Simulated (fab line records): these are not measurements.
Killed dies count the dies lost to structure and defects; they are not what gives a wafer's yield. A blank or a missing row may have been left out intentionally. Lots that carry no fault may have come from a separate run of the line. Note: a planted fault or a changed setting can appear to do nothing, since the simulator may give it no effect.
Matching of chambers | flow n5-finfet | 3 sister chambers for N5_BEOL_M2_DEP_57 on pecvd-01
The step deposits SiCN from 3MS/NH3, target thk 8 nm, time 14 s. 6 wafers are shown with their chamber, then 9 later ones without.

== EACH WAFER AND ITS CHAMBER ==
wafer  | chamber | throttle-valve-pct (%) | showerhead-plenum-p-Torr (Torr)
L087.2 | 2       | 8.3                    | 3.653
L087.4 | 0       | 8.9                    | 3.668
L087.6 | 2       | 8.2                    | 3.673
L091.2 | 1       | 9.3                    | 3.672
L091.4 | 1       | 9.3                    | 3.662
L091.5 | 0       | 9.0                    | 3.676

== WAFERS WITH NO CHAMBER GIVEN ==
wafer  | throttle-valve-pct (%) | showerhead-plenum-p-Torr (Torr)
L095.2 | 9.5                    | 3.670
L095.3 | 8.5                    | 3.654
L095.5 | 9.4                    | 3.663
L096.1 | 9.0                    | 3.675
L096.2 | 8.6                    | 3.665
L096.3 | 9.2                    | 3.666
L096.4 | 8.4                    | 3.670
L096.5 | 9.5                    | 3.664
L096.6 | 8.8                    | 3.680

== THE CHAMBER EACH PASSED THROUGH ==
wafer  | from the rows above     | in truth
L095.2 | 1                       | 1
L095.3 | 2                       | 2
L095.5 | 1                       | 1
L096.1 | 0                       | 0
L096.2 | can't be placed: 2 or 0 | 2
L096.3 | 1                       | 1
L096.4 | 2                       | 2
L096.5 | 1                       | 1
L096.6 | 0                       | 0
8 of 9 placed correctly. Cannot be placed on the basis of these rows: 1; the candidates contain the true chamber in 1. Placed wrongly: 0.
How it was worked out, from the rows above alone: a wafer's distance from a chamber is the root of the sum, over the readings, of the square of ((its reading less the chamber's mean) divided by the reading's scatter). The wafer belongs to the nearest chamber; if the next one is less than 2 further off, it can't be placed. The mean given for a chamber averages the wafers shown for that chamber. How the scatter is found: for the shown wafers, subtract from each reading the mean of its chamber, square and add these, divide the total by (wafers less chambers), then take the root.
